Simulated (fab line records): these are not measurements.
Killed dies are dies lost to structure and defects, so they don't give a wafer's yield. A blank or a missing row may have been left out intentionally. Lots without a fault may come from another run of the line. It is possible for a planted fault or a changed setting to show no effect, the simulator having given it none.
Split-lot trial + flow n5_finfet + 39 wafers read across 7 lots, on a route 1938 steps long

THE SPLIT
At N5_MOL_CONTACT_COAG_ETCH_105 (etches SiARC in CF4, target depth 15.6 nm, time 26 s), the setting bias_w was moved away from the recipe's 36 W on 15 of the 39 wafers read, by -12.4% to +17.9%. The other wafers ran this setting at the recipe's value.

Reading taken at the split's own step.

THE READING
rf_vpp_V, in V, at N5_MOL_CONTACT_COAG_ETCH_105 (etches SiARC in CF4, target depth 15.6 nm, time 26 s). On this fab line, fault-free wafers typically give 184.0 V with a standard deviation of 1 V.

| wafer  | tool, chamber at the split | bias_w as run, W | against the recipe | rf_vpp_V, V | against lot-mates on the recipe |
|--------|----------------------------|------------------|--------------------|-------------|---------------------------------|
| L074.1 | rie_diel-01, 3             | 36               | recipe             | 183.6       | -                               |
| L074.2 | rie_diel-01, 2             | 31.53            | -12.4%             | 168.4       | -15.0                           |
| L074.3 | rie_diel-01, 1             | 36               | recipe             | 184.4       | -                               |
| L074.4 | rie_diel-01, 0             | 31.53            | -12.4%             | 167.5       | -15.9                           |
| L074.5 | rie_diel-01, 0             | 31.53            | -12.4%             | 169.0       | -14.4                           |
| L074.6 | rie_diel-01, 1             | 36               | recipe             | 182.2       | -                               |
| L075.1 | rie_diel-06, 1             | 32.78            | -8.9%              | 172.8       | -11.8                           |
| L075.2 | rie_diel-06, 3             | 32.78            | -8.9%              | 170.7       | -13.9                           |
| L075.3 | rie_diel-06, 2             | 36               | recipe             | 186.1       | -                               |
| L075.4 | rie_diel-06, 3             | 32.78            | -8.9%              | 173.9       | -10.7                           |
| L075.5 | rie_diel-06, 2             | 36               | recipe             | 183.2       | -                               |
| L075.6 | rie_diel-06, 1             | 36               | recipe             | 184.5       | -                               |
| L079.2 | rie_diel-01, 0             | 36               | recipe             | 183.1       | -                               |
| L079.3 | rie_diel-01, 2             | 36               | recipe             | 184.0       | -                               |
| L079.4 | rie_diel-01, 0             | 36               | recipe             | 184.6       | -                               |
| L081.1 | rie_diel-01, 1             | 38.06            | +5.7%              | 191.7       | +7.6                            |
| L081.2 | rie_diel-01, 2             | 36               | recipe             | 184.5       | -                               |
| L081.3 | rie_diel-01, 0             | 36               | recipe             | 183.9       | -                               |
| L081.4 | rie_diel-01, 2             | 38.06            | +5.7%              | 189.7       | +5.6                            |
| L081.5 | rie_diel-01, 0             | 36               | recipe             | 183.8       | -                               |
| L081.6 | rie_diel-01, 1             | 38.06            | +5.7%              | 189.5       | +5.4                            |
| L087.1 | rie_diel-01, 1             | 36               | recipe             | 183.0       | -                               |
| L087.2 | rie_diel-01, 2             | 36               | recipe             | 185.2       | -                               |
| L087.3 | rie_diel-01, 3             | 42.43            | +17.9%             | 205.1       | +21.2                           |
| L087.4 | rie_diel-01, 1             | 42.43            | +17.9%             | 204.1       | +20.2                           |
| L087.5 | rie_diel-01, 2             | 42.43            | +17.9%             | 204.5       | +20.6                           |
| L087.6 | rie_diel-01, 3             | 36               | recipe             | 183.5       | -                               |
| L090.1 | rie_diel-01, 3             | 36               | recipe             | 184.6       | -                               |
| L090.2 | rie_diel-01, 2             | 36               | recipe             | 183.7       | -                               |
| L090.3 | rie_diel-01, 1             | 36               | recipe             | 183.6       | -                               |
| L090.4 | rie_diel-01, 1             | 36               | recipe             | 184.1       | -                               |
| L090.5 | rie_diel-01, 3             | 36               | recipe             | 183.8       | -                               |
| L090.6 | rie_diel-01, 2             | 36               | recipe             | 184.8       | -                               |
| L094.1 | rie_diel-02, 2             | 36               | recipe             | 182.8       | -                               |
| L094.2 | rie_diel-02, 1             | 33.48            | -7.0%              | 175.5       | -8.0                            |
| L094.3 | rie_diel-02, 0             | 33.48            | -7.0%              | 177.0       | -6.5                            |
| L094.4 | rie_diel-02, 3             | 33.48            | -7.0%              | 176.4       | -7.1                            |
| L094.5 | rie_diel-02, 0             | 36               | recipe             | 184.8       | -                               |
| L094.6 | rie_diel-02, 1             | 36               | recipe             | 182.8       | -                               |

THE FIT
A straight line over all 39 wafers: rf_vpp_V changes by +1.19 V for each +1% of bias_w; r = +0.99; the points scatter about the line by 0.98 V.
The same after taking each lot's own level away (the mean of its wafers on the recipe; 39 wafers): +1.18 V for each +1%; r = +0.99; scatter 1 V.
That fit puts the effect of the largest move of bias_w on the reading at 21 V.
Across the lots, their own levels run from 183.40 to 184.60 V, a range of 1.2 times the standard deviation given above.
The two slopes are in agreement: the lot-to-lot level therefore moves the slope only a little.
Check: +20.9 V against its lot-mates is what the line predicts for one of the wafers moved furthest among these (+17.9%) when that wafer is left out of the fit. Against them it came out at +21.2 V.
Tool readings at the split's step, against how far the setting was moved: etch_rf_on_time_s r = -0.91; rf_vpp_V r = +0.99.

THE OTHER SPLITS THESE WAFERS WENT THROUGH
Before the reading, these wafers also passed through other splits. Each is held against what the fit with the lots' levels taken away leaves over:
| other split on the same wafers               | wafers away from the commonest value | r with rf_vpp_V (lot level and that fit taken away) |
|----------------------------------------------|--------------------------------------|-----------------------------------------------------|
| N5_PMOS_HMC_CHANNEL_EPI_FIN_RECESS_16 time_s | 12                                   | +0.02                                               |
| N5_FIN_CUT_CUT_ETCH_26 target_depth_a        | 15                                   | +0.04                                               |
| N5_SD_EPI_N_LINER_46 target_thk_a            | 12                                   | +0.20                                               |
| N5_GATE_CUT_ALD_22 ald_cycles                | 12                                   | +0.24                                               |

THE WHOLE CHAIN: every reading that the file lists as answering this split, in the file's order
| step                         | what it does                                         | reading           | change (the file's fit)              | r (the file's) |
|------------------------------|------------------------------------------------------|-------------------|--------------------------------------|----------------|
| N5_MOL_CONTACT_COAG_ETCH_105 | etches SiARC in CF4, target depth 15.6 nm, time 26 s | etch_rf_on_time_s | withheld for each +1% of the setting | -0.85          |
| N5_MOL_CONTACT_COAG_ETCH_105 | etches SiARC in CF4, target depth 15.6 nm, time 26 s | rf_vpp_V          | +1.18 V for each +1% of the setting  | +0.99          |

THE FILE'S OWN FIT
rf_vpp_V changes by +1.18 V for each +1% of bias_w, r = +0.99.
